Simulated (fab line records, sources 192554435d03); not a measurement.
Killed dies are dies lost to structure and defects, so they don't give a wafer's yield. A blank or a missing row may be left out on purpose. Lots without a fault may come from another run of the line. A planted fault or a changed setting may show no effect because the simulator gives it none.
Which tool did it? | flow n5_finfet | 8 lots, 24 wafers sampled, at 9 steps of a route of 1938

WHAT THE GAUGES READ, wafer by wafer
N5_SPACER0_INSPECT_04: inspects for defects (darkfield). Usual: raw_defect_count 146, standard deviation 38.
lot  | measured    | on                | raw_defect_count | flag
L695 | day 4 00:22 | defect_inspect-01 | 169 96 125       |
L700 | day 5 09:27 | defect_inspect-01 | 362 376 410      | OFF
L702 | day 5 21:55 | defect_inspect-02 | 519 448 432      | OFF
L705 | day 6 12:07 | defect_inspect-01 | 124 96 96        |
L707 | day 7 00:26 | defect_inspect-01 | 103 111 132      |
L710 | day 7 20:59 | defect_inspect-01 | 171 205 131      |
L714 | day 8 20:00 | defect_inspect-01 | 123 126 104      |
L708 | day 8 21:31 | defect_inspect-02 | 171 139 190      |

N5_SD_EPI_N_INSPECT_11: inspects for defects (macro). Usual: raw_defect_count 2.2, standard deviation 1.5.
lot  | measured    | on                | raw_defect_count | flag
L695 | day 4 00:42 | defect_inspect-01 | 2 0 2            |
L700 | day 5 09:54 | defect_inspect-01 | 289 281 298      | OFF
L702 | day 5 22:14 | defect_inspect-02 | 295 >300 266     | OFF
L705 | day 6 12:34 | defect_inspect-02 | 1 5 3            |
L707 | day 7 00:53 | defect_inspect-02 | 3 1 2            |
L710 | day 7 21:19 | defect_inspect-01 | 2 2 3            |
L714 | day 8 20:20 | defect_inspect-01 | 2 0 1            |
L708 | day 8 21:59 | defect_inspect-01 | 1 3 4            |

N5_SD_EPI_N_INSPECT_26: inspects for defects (darkfield). Usual: raw_defect_count 221, standard deviation 47.
lot  | measured    | on                | raw_defect_count | flag
L695 | day 4 05:50 | defect_inspect-01 | 293 242 316      |
L700 | day 5 14:47 | defect_inspect-01 | 434 419 430      | OFF
L702 | day 6 02:59 | defect_inspect-02 | 580 548 525      | OFF
L705 | day 6 16:46 | defect_inspect-01 | 218 156 188      |
L707 | day 7 05:37 | defect_inspect-01 | 181 140 183      |
L710 | day 8 02:03 | defect_inspect-01 | 263 324 211      |
L714 | day 9 00:22 | defect_inspect-01 | 186 187 238      |
L708 | day 9 02:30 | defect_inspect-02 | 226 200 293      |

N5_SD_EPI_P_INSPECT_26: inspects for defects (darkfield). Usual: raw_defect_count 188, standard deviation 48.
lot  | measured    | on                | raw_defect_count | flag
L695 | day 4 10:44 | defect_inspect-02 | 299 235 360      |
L700 | day 5 19:50 | defect_inspect-01 | 435 444 457      | OFF
L702 | day 6 09:02 | defect_inspect-02 | 570 491 465      | OFF
L705 | day 6 21:43 | defect_inspect-01 | 122 112 149      |
L707 | day 7 10:35 | defect_inspect-01 | 129 111 147      |
L710 | day 8 07:05 | defect_inspect-01 | 168 256 206      |
L714 | day 9 04:27 | defect_inspect-02 | 193 187 235      |
L708 | day 9 07:25 | defect_inspect-01 | 159 181 217      |

N5_BEOL_M4_RC_MEAS_101. Usual: DIBL_N 36.1 mV/V, standard deviation 1.6; DIBL_P 35.8 mV/V, standard deviation 2.1; IOFF_N 0.16 nA/um, standard deviation 0.031; IOFF_P 0.21 nA/um, standard deviation 0.034; ION_N 673 uA/um, standard deviation 12; ION_P 461 uA/um, standard deviation 7.2; SS_N 71.4 mV/dec, standard deviation 0.59; SS_P 73.3 mV/dec, standard deviation 0.63; VT_N 250 mV, standard deviation 3.1; VT_P -250 mV, standard deviation 3.3.
lot  | measured     | on        | DIBL_N (mV/V)  | DIBL_P (mV/V)  | IOFF_N (nA/um) | IOFF_P (nA/um) | ION_N (uA/um) | ION_P (uA/um) | SS_N (mV/dec)  | SS_P (mV/dec)  | VT_N (mV)   | VT_P (mV)      | flag
L695 | day 9 09:04  | prober-02 | 36.3 36.1 38.2 | 36.9 37.0 39.6 | 0.17 0.17 0.23 | 0.21 0.21 0.27 | 683 677 687   | 459 457 465   | 71.6 71.6 72.3 | 73.3 73.4 74.0 | 250 249 243 | -253 -253 -249 |
L700 | day 10 17:31 | prober-02 | 37.3 36.4 36.4 | 37.4 35.5 36.1 | 0.17 0.14 0.15 | 0.23 0.18 0.21 | 678 667 668   | 468 453 454   | 71.3 70.6 70.6 | 73.4 73.6 73.7 | 246 251 251 | -247 -253 -251 |
L702 | day 11 06:13 | prober-01 | 34.2 34.6 36.7 | 34.8 36.0 36.9 | 0.14 0.15 0.18 | 0.20 0.21 0.21 | 666 688 687   | 463 478 471   | 70.9 71.3 71.7 | 72.3 72.5 73.6 | 250 248 247 | -249 -250 -254 |
L705 | day 11 13:50 | prober-02 | 37.1 35.9 36.5 | 36.5 36.2 36.0 | 0.18 0.16 0.17 | 0.21 0.21 0.21 | 686 676 678   | 469 464 460   | 72.0 71.6 71.8 | 73.1 73.7 73.5 | 246 247 248 | -251 -252 -252 |
L707 | day 12 10:47 | prober-01 | 39.4 37.6 39.6 | 40.5 38.6 40.6 | 0.22 0.17 0.23 | 0.24 0.22 0.25 | 695 674 690   | 470 462 462   | 71.8 71.2 71.9 | 73.8 73.7 74.8 | 246 247 245 | -250 -251 -252 |
L710 | day 12 20:27 | prober-01 | 34.9 34.4 35.2 | 34.4 33.1 34.6 | 0.14 0.12 0.13 | 0.20 0.17 0.20 | 658 654 660   | 457 450 454   | 71.2 70.5 71.1 | 72.8 72.2 73.1 | 252 254 251 | -249 -253 -250 |
L714 | day 13 22:20 | prober-02 | 34.9 35.4 36.7 | 36.0 36.3 38.3 | 0.16 0.17 0.21 | 0.20 0.21 0.24 | 682 674 688   | 463 461 463   | 71.6 71.3 72.0 | 73.4 74.2 73.9 | 248 248 242 | -247 -248 -248 |
L708 | day 14 08:28 | prober-01 | 36.0 35.1 37.1 | 35.9 33.0 36.0 | 0.17 0.16 0.18 | 0.24 0.19 0.23 | 672 687 669   | 463 470 461   | 71.7 71.0 71.3 | 73.3 72.7 73.4 | 250 248 246 | -246 -250 -248 |

WHICH TOOL RAN EACH LOT (tool, then ch and the chambers of the sampled wafers, then the start)
lot  | N5_DUMMY_GATE_ETCH_36             | N5_DUMMY_GATE_ETCH_23           | N5_SPACER0_ALD_08                | N5_SD_EPI_N_ETCH_45
L695 | rie_diel-03 ch 0,1,2, day 3 22:43 | rie_si-05 ch 0,2,3, day 3 23:19 | ald_sin-02 ch 0,3, day 4 00:13   | rie_diel-04 ch 0,1,3, day 4 01:40
L700 | rie_diel-05 ch 0,1,3, day 5 07:47 | rie_si-06 ch 0,2, day 5 08:23   | ald_sin-02 ch 2,3, day 5 09:17   | rie_diel-01 ch 0,2, day 5 10:27
L702 | rie_diel-03 ch 2,3, day 5 20:16   | rie_si-05 ch 1,2,3, day 5 20:51 | ald_sin-02 ch 0,1,2, day 5 21:45 | rie_diel-01 ch 0,1,2, day 5 22:48
L705 | rie_diel-03 ch 1,2, day 6 10:28   | rie_si-03 ch 0,1,2, day 6 11:04 | ald_sin-03 ch 2,3, day 6 11:58   | rie_diel-02 ch 0,1, day 6 13:19
L707 | rie_diel-06 ch 0,1,2, day 6 21:47 | rie_si-03 ch 1,3, day 6 22:22   | ald_sin-03 ch 0,1,3, day 7 00:17 | rie_diel-02 ch 0,1,2, day 7 01:26
L710 | rie_diel-06 ch 0,2,3, day 7 18:58 | rie_si-05 ch 0,2,3, day 7 19:55 | ald_sin-01 ch 0,3, day 7 20:50   | rie_diel-04 ch 0,1,2, day 7 21:52
L714 | rie_diel-06 ch 0,3, day 8 17:50   | rie_si-03 ch 0,2,3, day 8 18:26 | ald_sin-02 ch 0,2,3, day 8 19:50 | rie_diel-01 ch 1,2,3, day 8 20:56
L708 | rie_diel-03 ch 0,1,2, day 8 19:26 | rie_si-06 ch 1,2,3, day 8 20:26 | ald_sin-02 ch 1,2, day 8 21:22   | rie_diel-01 ch 0,1,2, day 8 23:03
- N5_DUMMY_GATE_ETCH_36: etches SiARC in CF4, target depth 13 nm.
- N5_DUMMY_GATE_ETCH_23: etches poly-Si in HBr/Cl2/O2, target depth 41 nm, time 22.3 s.
- N5_SPACER0_ALD_08: deposits SiNx, target thk 2 nm.
- N5_SD_EPI_N_ETCH_45: etches SiOCN in CH3F/O2, target depth 6 nm.

WHAT THE TOOLS THEMSELVES READ (means of the sampled wafers that have a number; where no wafer has one, the mark that the record gives instead)
N5_DUMMY_GATE_ETCH_36. Usual: drypump_motor_current_A 5.8 A, standard deviation 0.51; oes_product_au 0.78 a.u., standard deviation 0.072; rf_vpp_V 184.1 V, standard deviation 1.3; showerhead_plenum_p_Torr 2.14 Torr, standard deviation 0.078; throttle_valve_pct 15.72 %, standard deviation 0.22.
lot  | tool        | drypump_motor_current_A (A) | oes_product_au (a.u.) | rf_vpp_V (V) | showerhead_plenum_p_Torr (Torr) | throttle_valve_pct (%) | flag
L695 | rie_diel-03 | 6.0                         | 0.78                  | 184.1        | 2.18                            | 15.70                  |
L700 | rie_diel-05 | 5.8                         | 0.77                  | 184.4        | 2.11                            | 15.59                  |
L702 | rie_diel-03 | 5.8                         | 0.73                  | 184.6        | 2.17                            | 15.82                  |
L705 | rie_diel-03 | 6.1                         | 0.73                  | 183.7        | 2.17                            | 15.76                  |
L707 | rie_diel-06 | 5.8                         | 0.74                  | 183.8        | 2.15                            | 15.95                  |
L710 | rie_diel-06 | 5.7                         | 0.75                  | 183.1        | 2.11                            | 15.90                  |
L714 | rie_diel-06 | 5.8                         | 0.73                  | 184.2        | 2.16                            | 16.03                  |
L708 | rie_diel-03 | 6.0                         | 0.75                  | 184.3        | 2.18                            | 15.75                  |

N5_DUMMY_GATE_ETCH_23. Usual: drypump_motor_current_A 5.7 A, standard deviation 0.41; oes_product_au 1.000 a.u., standard deviation 0.018; throttle_valve_pct 37.2 %, standard deviation 0.35.
lot  | tool      | drypump_motor_current_A (A) | oes_product_au (a.u.) | throttle_valve_pct (%) | flag
L695 | rie_si-05 | 5.5                         | 0.998                 | 37.1                   |
L700 | rie_si-06 | 6.2                         | 0.999                 | 37.5                   |
L702 | rie_si-05 | 5.4                         | 0.982                 | 37.0                   |
L705 | rie_si-03 | 5.7                         | 1.000                 | 37.1                   |
L707 | rie_si-03 | 5.6                         | 1.000                 | 37.0                   |
L710 | rie_si-05 | 5.5                         | 1.008                 | 37.1                   |
L714 | rie_si-03 | 6.0                         | 1.019                 | 37.4                   |
L708 | rie_si-06 | 6.2                         | 1.010                 | 37.6                   |

N5_SPACER0_ALD_08. Usual: chamber_pressure_Torr 2.000 Torr, standard deviation 0.0042; heater_power_w 865 W, standard deviation 65.
lot  | tool       | chamber_pressure_Torr (Torr) | heater_power_w (W) | flag
L695 | ald_sin-02 | 1.999                        | 875                |
L700 | ald_sin-02 | 1.996                        | 796                |
L702 | ald_sin-02 | 2.000                        | 839                |
L705 | ald_sin-03 | 1.999                        | 833                |
L707 | ald_sin-03 | 2.000                        | 827                |
L710 | ald_sin-01 | 2.003                        | 914                |
L714 | ald_sin-02 | 1.998                        | 843                |
L708 | ald_sin-02 | 2.000                        | 845                |

N5_SD_EPI_N_ETCH_45. Usual: drypump_motor_current_A 5.9 A, standard deviation 0.43; oes_product_au 0.78 a.u., standard deviation 0.061; rf_vpp_V 127.6 V, standard deviation 0.95; showerhead_plenum_p_Torr 2.01 Torr, standard deviation 0.058; throttle_valve_pct 23.41 %, standard deviation 0.24.
lot  | tool        | drypump_motor_current_A (A) | oes_product_au (a.u.) | rf_vpp_V (V) | showerhead_plenum_p_Torr (Torr) | throttle_valve_pct (%) | flag
L695 | rie_diel-04 | 5.5                         | 0.77                  | 126.9        | 2.04                            | 23.54                  |
L700 | rie_diel-01 | 5.8                         | 0.77                  | 126.8        | 1.91                            | 23.15                  |
L702 | rie_diel-01 | 5.9                         | 0.81                  | 127.1        | 1.95                            | 23.30                  |
L705 | rie_diel-02 | 5.9                         | 0.83                  | 127.9        | 2.03                            | 23.48                  |
L707 | rie_diel-02 | 6.2                         | 0.82                  | 127.0        | 2.05                            | 23.56                  |
L710 | rie_diel-04 | 5.6                         | 0.78                  | 127.6        | 2.01                            | 23.34                  |
L714 | rie_diel-01 | 6.1                         | 0.77                  | 127.1        | 1.99                            | 23.52                  |
L708 | rie_diel-01 | 5.9                         | 0.78                  | 127.6        | 1.94                            | 23.35                  |

THE ANSWER, worked out from the rows above alone
Rule: a lot is off if the mean of its wafers that have a number lies more than 3 standard deviations from the usual mean. A lot without any number at a reading at which 4 lots or more have one is off too. The other lots that the step has rows for count as sound. The gauges are gone through in route order, then the tools' own readings, and for those a lot's mean is taken as printed above. The first step at which some lot is off is used, and at that step the reading that is off furthest; a lot without a number counts as furthest.
Off: L700, L702, at N5_SPACER0_INSPECT_04 (raw_defect_count).
A tool fits if, at a process step before that reading, it ran every lot that is off, and no sound lot after the first of them. The gauges at N5_SPACER0_INSPECT_04 are tried like those tools. None of those tried fits.

WHAT THE SIMULATOR HAD PUT IN
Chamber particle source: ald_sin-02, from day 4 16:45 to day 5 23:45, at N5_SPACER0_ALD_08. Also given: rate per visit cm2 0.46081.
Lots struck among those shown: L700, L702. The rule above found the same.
